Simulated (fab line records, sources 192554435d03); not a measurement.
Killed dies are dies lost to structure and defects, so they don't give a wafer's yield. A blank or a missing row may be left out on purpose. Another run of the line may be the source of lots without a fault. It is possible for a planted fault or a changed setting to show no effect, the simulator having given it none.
Split-lot study || flow n5_finfet || 7 lots, 21 wafers read, on a route of 1938 steps

== THE SPLIT ITSELF ==
At N5_BEOL_M8_COAT_22 (resist thk 30 nm), the setting spin_rpm was moved away from the recipe's 1500 rpm on 8 of the 21 wafers read, by -3.0% to +11.2%. All remaining wafers had this setting at the recipe value.

== FROM THE SPLIT TO THE READING: what the file shows between them, 4 steps ==
- N5_BEOL_M8_EBR_24
- N5_BEOL_M8_SOFTBAKE_23: time 60 s
- N5_BEOL_M8_EXPOSE_25: exposes mask V7, target cd 40 nm
- N5_BEOL_M8_PEB_26: peb time 60 s

== THE READING ==
CAR-EUV_of_BEOL_M8_COAT_22.thk_nm (the simulator's own value, which no gauge read), in nm, at N5_BEOL_M8_DEVELOP_27 (develop time 30 s). The file does not state a usual value for it. Average 29.5 nm, standard deviation 0.13 nm, over the 13 wafers here run with the recipe.

{"wafer": "L077.2", "tool, chamber at the split": "litho_track-01, 0", "spin_rpm as run, rpm": 1500, "against the recipe": "recipe", "CAR-EUV_of_BEOL_M8_COAT_22.thk_nm, nm": 29.6, "against lot-mates on the recipe": "-"}
{"wafer": "L077.3", "tool, chamber at the split": "litho_track-01, 0", "spin_rpm as run, rpm": 1500, "against the recipe": "recipe", "CAR-EUV_of_BEOL_M8_COAT_22.thk_nm, nm": 29.4, "against lot-mates on the recipe": "-"}
{"wafer": "L077.4", "tool, chamber at the split": "litho_track-01, 0", "spin_rpm as run, rpm": 1500, "against the recipe": "recipe", "CAR-EUV_of_BEOL_M8_COAT_22.thk_nm, nm": 29.4, "against lot-mates on the recipe": "-"}
{"wafer": "L079.2", "tool, chamber at the split": "litho_track-01, 0", "spin_rpm as run, rpm": 1652, "against the recipe": "+10.1%", "CAR-EUV_of_BEOL_M8_COAT_22.thk_nm, nm": 28.2, "against lot-mates on the recipe": "no lot-mate on the recipe"}
{"wafer": "L079.5", "tool, chamber at the split": "litho_track-01, 0", "spin_rpm as run, rpm": 1652, "against the recipe": "+10.1%", "CAR-EUV_of_BEOL_M8_COAT_22.thk_nm, nm": 28, "against lot-mates on the recipe": "no lot-mate on the recipe"}
{"wafer": "L079.6", "tool, chamber at the split": "litho_track-01, 0", "spin_rpm as run, rpm": 1652, "against the recipe": "+10.1%", "CAR-EUV_of_BEOL_M8_COAT_22.thk_nm, nm": 28, "against lot-mates on the recipe": "no lot-mate on the recipe"}
{"wafer": "L078.1", "tool, chamber at the split": "litho_track-04, 0", "spin_rpm as run, rpm": 1500, "against the recipe": "recipe", "CAR-EUV_of_BEOL_M8_COAT_22.thk_nm, nm": 29.4, "against lot-mates on the recipe": "-"}
{"wafer": "L078.2", "tool, chamber at the split": "litho_track-04, 0", "spin_rpm as run, rpm": 1500, "against the recipe": "recipe", "CAR-EUV_of_BEOL_M8_COAT_22.thk_nm, nm": 29.6, "against lot-mates on the recipe": "-"}
{"wafer": "L078.6", "tool, chamber at the split": "litho_track-04, 0", "spin_rpm as run, rpm": 1500, "against the recipe": "recipe", "CAR-EUV_of_BEOL_M8_COAT_22.thk_nm, nm": 29.6, "against lot-mates on the recipe": "-"}
{"wafer": "L080.3", "tool, chamber at the split": "litho_track-01, 0", "spin_rpm as run, rpm": 1500, "against the recipe": "recipe", "CAR-EUV_of_BEOL_M8_COAT_22.thk_nm, nm": 29.4, "against lot-mates on the recipe": "-"}
{"wafer": "L080.4", "tool, chamber at the split": "litho_track-01, 0", "spin_rpm as run, rpm": 1500, "against the recipe": "recipe", "CAR-EUV_of_BEOL_M8_COAT_22.thk_nm, nm": 29.2, "against lot-mates on the recipe": "-"}
{"wafer": "L080.5", "tool, chamber at the split": "litho_track-01, 0", "spin_rpm as run, rpm": 1632, "against the recipe": "+8.8%", "CAR-EUV_of_BEOL_M8_COAT_22.thk_nm, nm": 28.2, "against lot-mates on the recipe": -1.1}
{"wafer": "L083.2", "tool, chamber at the split": "litho_track-01, 0", "spin_rpm as run, rpm": 1500, "against the recipe": "recipe", "CAR-EUV_of_BEOL_M8_COAT_22.thk_nm, nm": 29.6, "against lot-mates on the recipe": "-"}
{"wafer": "L083.3", "tool, chamber at the split": "litho_track-01, 0", "spin_rpm as run, rpm": 1500, "against the recipe": "recipe", "CAR-EUV_of_BEOL_M8_COAT_22.thk_nm, nm": 29.6, "against lot-mates on the recipe": "-"}
{"wafer": "L083.5", "tool, chamber at the split": "litho_track-01, 0", "spin_rpm as run, rpm": 1455, "against the recipe": "-3.0%", "CAR-EUV_of_BEOL_M8_COAT_22.thk_nm, nm": 30, "against lot-mates on the recipe": "+0.4"}
{"wafer": "L084.1", "tool, chamber at the split": "litho_track-03, 0", "spin_rpm as run, rpm": 1579, "against the recipe": "+5.3%", "CAR-EUV_of_BEOL_M8_COAT_22.thk_nm, nm": 28.8, "against lot-mates on the recipe": -0.8}
{"wafer": "L084.2", "tool, chamber at the split": "litho_track-03, 0", "spin_rpm as run, rpm": 1579, "against the recipe": "+5.3%", "CAR-EUV_of_BEOL_M8_COAT_22.thk_nm, nm": 28.8, "against lot-mates on the recipe": -0.8}
{"wafer": "L084.4", "tool, chamber at the split": "litho_track-03, 0", "spin_rpm as run, rpm": 1500, "against the recipe": "recipe", "CAR-EUV_of_BEOL_M8_COAT_22.thk_nm, nm": 29.6, "against lot-mates on the recipe": "-"}
{"wafer": "L085.2", "tool, chamber at the split": "litho_track-03, 0", "spin_rpm as run, rpm": 1500, "against the recipe": "recipe", "CAR-EUV_of_BEOL_M8_COAT_22.thk_nm, nm": 29.6, "against lot-mates on the recipe": "-"}
{"wafer": "L085.5", "tool, chamber at the split": "litho_track-03, 0", "spin_rpm as run, rpm": 1500, "against the recipe": "recipe", "CAR-EUV_of_BEOL_M8_COAT_22.thk_nm, nm": 29.6, "against lot-mates on the recipe": "-"}
{"wafer": "L085.6", "tool, chamber at the split": "litho_track-03, 0", "spin_rpm as run, rpm": 1668, "against the recipe": "+11.2%", "CAR-EUV_of_BEOL_M8_COAT_22.thk_nm, nm": 28, "against lot-mates on the recipe": -1.6}

THE FIT
A straight line over all 21 wafers: CAR-EUV_of_BEOL_M8_COAT_22.thk_nm changes by -0.142 nm for each +1% of spin_rpm; r = -0.99; the points scatter about the line by 0.12 nm.
The same after taking each lot's own level away (the mean of its wafers on the recipe; 18 wafers): -0.139 nm for each +1%; r = -0.99; scatter 0.079 nm.
Per that fit: largest spin_rpm move, reading shift of 1.6 nm.
The lots' own levels span 29.30 to 29.60 nm, that is 2.4 times the standard deviation above.
So the lot-to-lot level changes the slope little: the two slopes agree.
Check: with one of the wafers moved furthest among these (+11.2%) left out of the fit, the line predicts -1.52 nm for it against its lot-mates. It came out at -1.6 nm against them.

== FURTHER SPLITS ON THESE WAFERS ==
Other splits were also applied to these wafers ahead of the reading. Each is held against what the fit with the lots' levels taken away leaves over:
{"other split on the same wafers": "N5_BEOL_M4_PECVD_72 temp_c", "wafers away from the commonest value": 6, "r with CAR-EUV_of_BEOL_M8_COAT_22.thk_nm (lot level and that fit taken away)": -0.29}
{"other split on the same wafers": "N5_BEOL_M5_COAT_05 spin_rpm", "wafers away from the commonest value": 7, "r with CAR-EUV_of_BEOL_M8_COAT_22.thk_nm (lot level and that fit taken away)": -0.18}
{"other split on the same wafers": "N5_BEOL_M5_ETCH_72 bias_w", "wafers away from the commonest value": 9, "r with CAR-EUV_of_BEOL_M8_COAT_22.thk_nm (lot level and that fit taken away)": "+0.14"}
{"other split on the same wafers": "N5_BEOL_M6_HM_DEP_02 target_thk_a", "wafers away from the commonest value": 9, "r with CAR-EUV_of_BEOL_M8_COAT_22.thk_nm (lot level and that fit taken away)": "+0.05"}
{"other split on the same wafers": "N5_BEOL_M6_EXPOSE_08 dose_mj", "wafers away from the commonest value": 6, "r with CAR-EUV_of_BEOL_M8_COAT_22.thk_nm (lot level and that fit taken away)": "+0.23"}
{"other split on the same wafers": "N5_BEOL_M7_COAT_63 spin_rpm", "wafers away from the commonest value": 11, "r with CAR-EUV_of_BEOL_M8_COAT_22.thk_nm (lot level and that fit taken away)": "+0.20"}
{"other split on the same wafers": "N5_BEOL_M7_DESCUM_33 time_s", "wafers away from the commonest value": 5, "r with CAR-EUV_of_BEOL_M8_COAT_22.thk_nm (lot level and that fit taken away)": -0.14}
{"other split on the same wafers": "N5_BEOL_M8_DESCUM_16 time_s", "wafers away from the commonest value": 8, "r with CAR-EUV_of_BEOL_M8_COAT_22.thk_nm (lot level and that fit taken away)": -0.41}

== THE WHOLE CHAIN: every reading that the file lists as answering this split, in the file's order ==
{"step": "N5_BEOL_M8_COAT_22", "what it does": "resist thk 30 nm", "reading": "CAR-EUV_of_BEOL_M8_COAT_22.thk_nm (the simulator's own value, which no gauge read)", "change (the file's fit)": "-0.146 nm for each +1% of the setting", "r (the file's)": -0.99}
{"step": "N5_BEOL_M8_DEVELOP_27", "what it does": "develop time 30 s", "reading": "CAR-EUV_of_BEOL_M8_COAT_22.thk_nm (the simulator's own value, which no gauge read)", "change (the file's fit)": "-0.138 nm for each +1% of the setting", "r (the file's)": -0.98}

== FILE'S OWN FIT ==
CAR-EUV_of_BEOL_M8_COAT_22.thk_nm changes by -0.138 nm for each +1% of spin_rpm, r = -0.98.
